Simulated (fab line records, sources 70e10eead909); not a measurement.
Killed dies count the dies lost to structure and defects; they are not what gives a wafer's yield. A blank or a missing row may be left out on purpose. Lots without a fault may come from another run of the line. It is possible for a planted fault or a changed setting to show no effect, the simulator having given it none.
Which of the tools did it? + flow nand_harc + Sampling: 6 lots, 18 wafers, 4 of 1302 route steps

== WHAT THE GAUGES SHOWED, per wafer ==
NHARC_END_SORT_01.
| lot  | measured     | on        | defect_limited_yield (%) |
|------|--------------|-----------|--------------------------|
| L359 | day 25 13:59 | prober-01 | 97 96 95                 |
| L364 | day 26 08:52 | prober-01 | 94 95 1                  |
| L365 | day 26 21:58 | prober-02 | 91 0 1                   |
| L373 | day 30 20:33 | prober-01 | 90 92 93                 |
| L379 | day 33 04:23 | prober-02 | 87 88 87                 |
| L381 | day 33 13:04 | prober-02 | 94 95 95                 |

== TOOL THAT RAN EACH LOT (tool first, then ch and the chambers of the sampled wafers, then the start) ==
| lot  | NHARC_A_BONDPAD_ETCH_12            | NHARC_A_BONDPAD_STRIP_15           | NHARC_A_BONDPAD_ANNEAL_28        |
|------|------------------------------------|------------------------------------|----------------------------------|
| L359 | rie_diel-13 ch 0,3, day 23 17:43   | rie_diel-13 ch 0,1,2, day 23 17:57 | rtp_anneal-02 ch 0, day 23 19:14 |
| L364 | rie_diel-13 ch 0,2,3, day 24 23:38 | rie_diel-13 ch 0,1,3, day 24 23:52 | rtp_anneal-01 ch 0, day 25 01:08 |
| L365 | rie_diel-13 ch 0,3, day 25 16:49   | rie_diel-13 ch 2,3, day 25 17:03   | rtp_anneal-02 ch 0, day 25 18:19 |
| L373 | rie_diel-13 ch 0,3, day 29 14:50   | rie_diel-13 ch 0,1,3, day 29 15:04 | rtp_anneal-01 ch 0, day 29 16:22 |
| L379 | rie_diel-13 ch 0,1,2, day 31 17:05 | rie_diel-13 ch 0,1,3, day 31 17:18 | rtp_anneal-02 ch 0, day 31 18:35 |
| L381 | rie_diel-13 ch 1,2,3, day 31 23:20 | rie_diel-13 ch 1,2,3, day 31 23:33 | rtp_anneal-01 ch 0, day 32 00:58 |
- NHARC_A_BONDPAD_ETCH_12: etches the open film in CHF3/O2, target depth 220 nm, time 110 s.
- NHARC_A_BONDPAD_STRIP_15: strips in O2.
- NHARC_A_BONDPAD_ANNEAL_28: time 90 s.

== THE ANSWER, worked out from the rows above alone ==
Rule: the lots themselves supply what counts as usual. The widest of any qualifying gaps counts: lots, ordered by their means at a reading, are off when they make up no more than a third of the lots, leave a main group of 4 or more, and stand apart from it by 3 or more times the standard deviation of that group's means. If all means in a main group match to the digits the tables above print for the reading, that group is not used. Also off: a lot with no number at a reading for which 4 or more lots have one. Any other lot the step has rows for is counted as sound.
Off, at NHARC_END_SORT_01 on defect_limited_yield: L364, L365. The main group has a mean of 92 % with a standard deviation of 3.3.
A tool fits if, at a process step before that reading, it ran every lot that is off, and no sound lot after the first of them. Those tools and the gauges at NHARC_END_SORT_01 are tried in the same way. No candidate that was tried fits.

== WHAT HAD BEEN PUT IN BY THE SIMULATOR ==
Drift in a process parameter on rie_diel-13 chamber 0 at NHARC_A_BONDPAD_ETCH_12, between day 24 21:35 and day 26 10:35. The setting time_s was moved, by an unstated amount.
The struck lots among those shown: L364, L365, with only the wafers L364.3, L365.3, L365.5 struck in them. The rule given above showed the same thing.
